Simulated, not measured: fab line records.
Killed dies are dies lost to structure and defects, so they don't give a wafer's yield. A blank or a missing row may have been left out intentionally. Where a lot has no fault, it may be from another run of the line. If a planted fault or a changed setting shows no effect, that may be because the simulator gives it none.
What tool caused it? + flow n5 finfet + route of 1938 steps, sampled at 1 step: 24 lots, 72 wafers

WHAT THE GAUGES READ, wafer by wafer
N5_BEOL_M1_INSPECT_13: inspects for defects (brightfield). Usual: raw defect count reads 455 (standard deviation 120).
| lot  | measured     | on                | raw defect count | flag |
|------|--------------|-------------------|------------------|------|
| L074 | day 6 06:02  | defect inspect-01 | 303 529 504      |      |
| L075 | day 6 12:26  | defect inspect-02 | 385 368 389      |      |
| L076 | day 6 13:02  | defect inspect-02 | 399 411 368      |      |
| L077 | day 6 18:31  | defect inspect-02 | 594 559 537      |      |
| L078 | day 7 01:19  | defect inspect-02 | 483 612 550      |      |
| L079 | day 7 06:02  | defect inspect-01 | 418 417 409      |      |
| L080 | day 7 14:11  | defect inspect-02 | 490 365 504      |      |
| L081 | day 7 20:41  | defect inspect-02 | 568 499 578      |      |
| L082 | day 7 22:28  | defect inspect-02 | 538 663 561      |      |
| L083 | day 8 10:25  | defect inspect-02 | 436 372 526      |      |
| L084 | day 8 15:32  | defect inspect-02 | 672 423 499      |      |
| L085 | day 9 06:19  | defect inspect-01 | 412 288 332      |      |
| L086 | day 9 06:29  | defect inspect-02 | 597 502 507      |      |
| L087 | day 9 13:59  | defect inspect-02 | 549 616 452      |      |
| L088 | day 9 14:01  | defect inspect-01 | 400 401 488      |      |
| L089 | day 9 15:45  | defect inspect-01 | 389 341 383      |      |
| L090 | day 10 07:35 | defect inspect-02 | 631 561 728      |      |
| L092 | day 10 17:10 | defect inspect-02 | 355 308 285      |      |
| L093 | day 10 20:56 | defect inspect-02 | 576 648 528      |      |
| L094 | day 10 23:34 | defect inspect-01 | 353 334 321      |      |
| L095 | day 11 03:20 | defect inspect-01 | 399 353 324      |      |
| L096 | day 11 15:44 | defect inspect-01 | 319 307 327      |      |
| L097 | day 11 20:13 | defect inspect-02 | 462 634 474      |      |
| L091 | day 11 23:37 | defect inspect-02 | 335 467 324      |      |

EACH LOT AND THE TOOL THAT RAN IT (in order: tool; ch and the chambers of the sampled wafers; start)
The record holds no process step before these readings.

WHAT THE TOOLS THEMSELVES READ (means of the sampled wafers that have a number; where no wafer has one, the mark that the record gives instead)
The record holds no such reading with a usual standard deviation.

THE ANSWER, worked out from the rows above alone
Rule: lot off if the mean of its wafers having a number is beyond 3 standard deviations from the usual mean. A lot without any number at a reading at which 4 lots or more have one is off too. The other lots that the step has rows for count as sound. The gauges are gone through in route order, then the tools' own readings, and for those a lot's mean is taken as printed above. At the first step where some lot is off, the reading lying furthest off is the one used; lots without a number count as furthest.
No lot is off at any reading shown: from this, nothing can be told.

WHAT HAD BEEN PUT IN BY THE SIMULATOR
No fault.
